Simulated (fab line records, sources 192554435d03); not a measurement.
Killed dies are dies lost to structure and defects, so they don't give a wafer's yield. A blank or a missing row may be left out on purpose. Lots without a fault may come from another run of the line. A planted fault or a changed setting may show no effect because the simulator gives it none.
One fault seen from 2 desks | flow n5_finfet | each desk has only its own numbers; what lay behind them comes last

THE TOOL OWNER'S DESK: cvd_co-01
The tool's own readings at N5_BEOL_M0_CO_CAP_123 (material Co, precursor CCTBA/H2, target thk 2 nm, time 102.1 s): means of the sampled wafers that have a number, for each lot that ran on this tool. A lot is out of limits, marked OUT, if its mean lies more than 4 standard deviations from the usual mean; the brackets give that distance.
Columns: A = chamber_pressure_Torr at N5_BEOL_M0_CO_CAP_123, usual 30.01 Torr; B = heater_power_outer_w at N5_BEOL_M0_CO_CAP_123, usual 124 W; C = heater_power_w at N5_BEOL_M0_CO_CAP_123, usual 241 W
lot  | first seen here | A     | B   | C
L268 | day 10 09:34    | 30.06 | 115 | 212
L270 | day 10 20:22    | 30.04 | 118 | 222
L273 | day 11 20:14    | 30.01 | 120 | 225
This desk's finding: nothing out of limits on any of the 3 lots.

THE METROLOGY DESK
What the gauges read, lot by lot, whatever tool the lot ran on: means of the sampled wafers that have a number. A lot is out of limits, marked OUT, if its mean lies more than 4 standard deviations from the usual mean; the brackets give that distance. Of its 10 readings 7 are shown: those that lie furthest out on some lot.
Columns: A = DIBL_N at N5_BEOL_M4_RC_MEAS_101, usual 35.7 mV/V; B = DIBL_P at N5_BEOL_M4_RC_MEAS_101, usual 35.4 mV/V; C = IOFF_N at N5_BEOL_M4_RC_MEAS_101, usual 0.152 nA/um; D = ION_N at N5_BEOL_M4_RC_MEAS_101, usual 672 uA/um; E = ION_P at N5_BEOL_M4_RC_MEAS_101, usual 461 uA/um; F = VT_N at N5_BEOL_M4_RC_MEAS_101, usual 251 mV; G = VT_P at N5_BEOL_M4_RC_MEAS_101, usual -251 mV
lot  | first seen here | A    | B    | C     | D   | E   | F   | G
L254 | day 8 13:11     | 34.1 | 35.3 | 0.146 | 670 | 457 | 252 | -253
L255 | day 8 23:14     | 36.3 | 37.0 | 0.179 | 679 | 458 | 250 | -254
L259 | day 10 02:28    | 34.1 | 33.0 | 0.119 | 669 | 463 | 255 | -254
L260 | day 10 03:15    | 37.2 | 35.6 | 0.152 | 672 | 458 | 251 | -249
L261 | day 10 11:20    | 36.1 | 36.3 | 0.158 | 673 | 465 | 250 | -247
L270 | day 12 11:26    | 34.5 | 33.8 | 0.131 | 670 | 459 | 253 | -253
L268 | day 12 15:07    | 34.5 | 33.3 | 0.143 | 672 | 465 | 253 | -250
L271 | day 12 17:35    | 34.3 | 34.9 | 0.125 | 656 | 449 | 255 | -257
L272 | day 12 22:13    | 36.2 | 36.1 | 0.152 | 682 | 466 | 251 | -251
L273 | day 13 20:10    | 35.3 | 35.5 | 0.132 | 668 | 459 | 252 | -251
This desk's finding: nothing out of limits on any of the 10 lots.

PUT TOGETHER
The tool owner's desk saw nothing out of limits.
The metrology desk saw nothing out of limits.

WHAT THE SIMULATOR HAD PUT IN
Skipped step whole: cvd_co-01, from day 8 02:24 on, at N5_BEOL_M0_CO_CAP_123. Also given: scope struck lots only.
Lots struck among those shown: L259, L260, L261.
